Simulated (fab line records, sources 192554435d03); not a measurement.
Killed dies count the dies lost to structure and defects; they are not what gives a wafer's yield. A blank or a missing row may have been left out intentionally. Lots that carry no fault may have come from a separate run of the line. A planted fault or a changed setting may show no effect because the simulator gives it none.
The tool behind it: which one?	flow n5-finfet	Sampling: 24 lots, 72 wafers, 3 of 1938 route steps

WHAT EACH GAUGE READ, for each wafer
N5_DUMMY_REMOVAL_INSPECT_06: inspects for defects (brightfield).
lot	measured	on	raw-defect-count
L074	day 4 00:18	defect-inspect-02	4 13 6
L075	day 4 04:08	defect-inspect-02	21 20 9
L076	day 4 11:41	defect-inspect-02	9 11 26
L077	day 4 18:53	defect-inspect-01	9 11 16
L078	day 4 20:37	defect-inspect-02	20 17 8
L079	day 5 08:47	defect-inspect-02	10 9 6
L080	day 5 13:17	defect-inspect-02	12 14 11
L081	day 5 18:04	defect-inspect-01	7 7 6
L082	day 6 01:23	defect-inspect-02	8 9 10
L083	day 6 06:35	defect-inspect-01	11 9 7
L084	day 6 14:13	defect-inspect-01	10 15 12
L085	day 6 18:27	defect-inspect-02	10 12 16
L086	day 6 20:56	defect-inspect-02	9 5 15
L087	day 7 06:44	defect-inspect-02	4 7 16
L088	day 7 12:37	defect-inspect-01	26 10 17
L089	day 7 18:23	defect-inspect-01	6 16 10
L090	day 8 00:19	defect-inspect-01	13 9 9
L091	day 8 03:12	defect-inspect-02	15 19 5
L092	day 8 10:12	defect-inspect-02	8 15 12
L093	day 8 16:44	defect-inspect-01	8 13 15
L094	day 8 23:37	defect-inspect-02	8 12 12
L095	day 9 03:38	defect-inspect-02	14 20 13
L096	day 9 11:07	defect-inspect-01	22 9 14
L097	day 9 18:47	defect-inspect-02	7 5 12

N5_HKMG_FIN_INSPECT_61: inspects for defects (macro).
lot	measured	on	raw-defect-count
L074	day 4 01:44	defect-inspect-02	2 3 0
L075	day 4 05:29	defect-inspect-01	1 3 2
L076	day 4 13:03	defect-inspect-02	1 2 3
L077	day 4 20:16	defect-inspect-02	1 3 1
L078	day 4 21:55	defect-inspect-02	1 3 0
L079	day 5 10:21	defect-inspect-01	1 1 1
L080	day 5 14:50	defect-inspect-02	3 2 2
L081	day 5 19:18	defect-inspect-01	3 3 4
L082	day 6 02:58	defect-inspect-02	2 7 2
L083	day 6 08:03	defect-inspect-02	1 0 1
L084	day 6 15:44	defect-inspect-02	1 2 2
L085	day 6 19:52	defect-inspect-02	2 2 1
L086	day 6 22:21	defect-inspect-02	2 0 2
L087	day 7 07:58	defect-inspect-02	3 2 1
L088	day 7 13:51	defect-inspect-02	3 1 2
L089	day 7 19:49	defect-inspect-01	1 2 5
L090	day 8 01:47	defect-inspect-02	5 2 6
L091	day 8 04:40	defect-inspect-01	4 1 0
L092	day 8 11:34	defect-inspect-01	3 3 1
L093	day 8 18:05	defect-inspect-01	1 2 0
L094	day 9 00:59	defect-inspect-01	3 3 2
L095	day 9 05:11	defect-inspect-02	1 0 1
L096	day 9 13:04	defect-inspect-01	6 1 0
L097	day 9 20:08	defect-inspect-02	0 4 1

EACH LOT AND THE TOOL THAT RAN IT (in order: tool; ch and the chambers of the sampled wafers; start)
lot	N5_DUMMY_REMOVAL_STRIP_10
L074	rie-diel-06 ch 0,1,3, day 4 00:08
L075	rie-diel-05 ch 1,3, day 4 03:58
L076	rie-diel-05 ch 1,3, day 4 11:32
L077	rie-diel-06 ch 0,1,2, day 4 18:43
L078	rie-diel-02 ch 1,2,3, day 4 20:28
L079	rie-diel-02 ch 0,1,2, day 5 08:38
L080	rie-diel-06 ch 0,1,2, day 5 13:07
L081	rie-diel-05 ch 0,2, day 5 17:55
L082	rie-diel-05 ch 1,3, day 6 01:14
L083	rie-diel-05 ch 1,3, day 6 06:25
L084	rie-diel-05 ch 0,1, day 6 14:02
L085	rie-diel-05 ch 0,1, day 6 18:17
L086	rie-diel-06 ch 0,2,3, day 6 20:46
L087	rie-diel-05 ch 1,2, day 7 06:34
L088	rie-diel-05 ch 1,3, day 7 12:28
L089	rie-diel-05 ch 0,1,3, day 7 18:13
L090	rie-diel-02 ch 0,1,2, day 8 00:10
L091	rie-diel-05 ch 0,2,3, day 8 03:02
L092	rie-diel-05 ch 0,3, day 8 10:02
L093	rie-diel-06 ch 0,1,3, day 8 16:34
L094	rie-diel-06 ch 0,1,3, day 8 23:28
L095	rie-diel-05 ch 0,2,3, day 9 03:28
L096	rie-diel-05 ch 1,2,3, day 9 10:58
L097	rie-diel-06 ch 2,3, day 9 18:37
- N5_DUMMY_REMOVAL_STRIP_10: strips in N2/H2, time 40 s.

AS READ BY THE TOOLS THEMSELVES (means over the sampled wafers that have a number; for cases with no such wafer, the mark the record gives instead)
N5_DUMMY_REMOVAL_STRIP_10.
lot	tool	drypump-motor-current-A (A)	oes-product-au (a.u.)	rf-vpp-V (V)	showerhead-plenum-p-Torr (Torr)	throttle-valve-pct (%)
L074	rie-diel-06	5.8	0.76	44.9	3.39	12.3
L075	rie-diel-05	5.3	0.71	45.1	3.39	12.4
L076	rie-diel-05	5.4	0.71	45.6	3.44	12.3
L077	rie-diel-06	5.8	0.76	46.3	3.39	12.3
L078	rie-diel-02	5.8	0.78	45.5	3.35	12.3
L079	rie-diel-02	5.6	0.79	45.7	3.40	12.3
L080	rie-diel-06	5.8	0.76	45.4	3.39	12.3
L081	rie-diel-05	5.9	0.88	45.5	3.40	11.8
L082	rie-diel-05	5.3	0.70	45.5	3.38	12.5
L083	rie-diel-05	5.4	0.71	45.4	3.43	12.4
L084	rie-diel-05	5.4	0.81	45.3	3.34	11.9
L085	rie-diel-05	5.5	0.76	45.5	3.41	12.1
L086	rie-diel-06	5.5	0.76	44.5	3.42	12.4
L087	rie-diel-05	5.8	0.76	45.7	3.48	12.1
L088	rie-diel-05	5.3	0.69	44.6	3.37	12.5
L089	rie-diel-05	5.3	0.75	45.2	3.35	12.2
L090	rie-diel-02	5.6	0.77	44.7	3.39	12.3
L091	rie-diel-05	5.5	0.79	45.3	3.34	12.1
L092	rie-diel-05	5.2	0.79	45.0	3.28	12.0
L093	rie-diel-06	5.8	0.73	44.5	3.37	12.4
L094	rie-diel-06	5.8	0.72	44.7	3.37	12.4
L095	rie-diel-05	5.5	0.79	45.2	3.34	12.1
L096	rie-diel-05	5.6	0.73	44.3	3.41	12.3
L097	rie-diel-06	5.6	0.72	45.3	3.48	12.4

THE ANSWER, worked out from the rows above alone
Rule: the lots themselves supply what counts as usual. Put in order of their means at a reading, lots are off if they are a third of the lots or fewer, leave a main group of 4 or more, and stand apart from it by a gap of 3 or more times the standard deviation of the main group's means; of several such gaps the widest counts. A main group is skipped when, at the precision printed for the reading in the tables above, its means are all equal. Also off: a lot with no number at a reading for which 4 or more lots have one. The other lots that the step has rows for count as sound. After the gauges, taken in route order, come the tools' own readings; for these a lot's mean is taken, as printed above. The first step at which some lot is off is used, and at that step the reading that is off furthest; a lot without a number counts as furthest.
Across all readings shown, no lot is off: no conclusion can be drawn from this.

WHAT THE SIMULATOR HAD INSERTED
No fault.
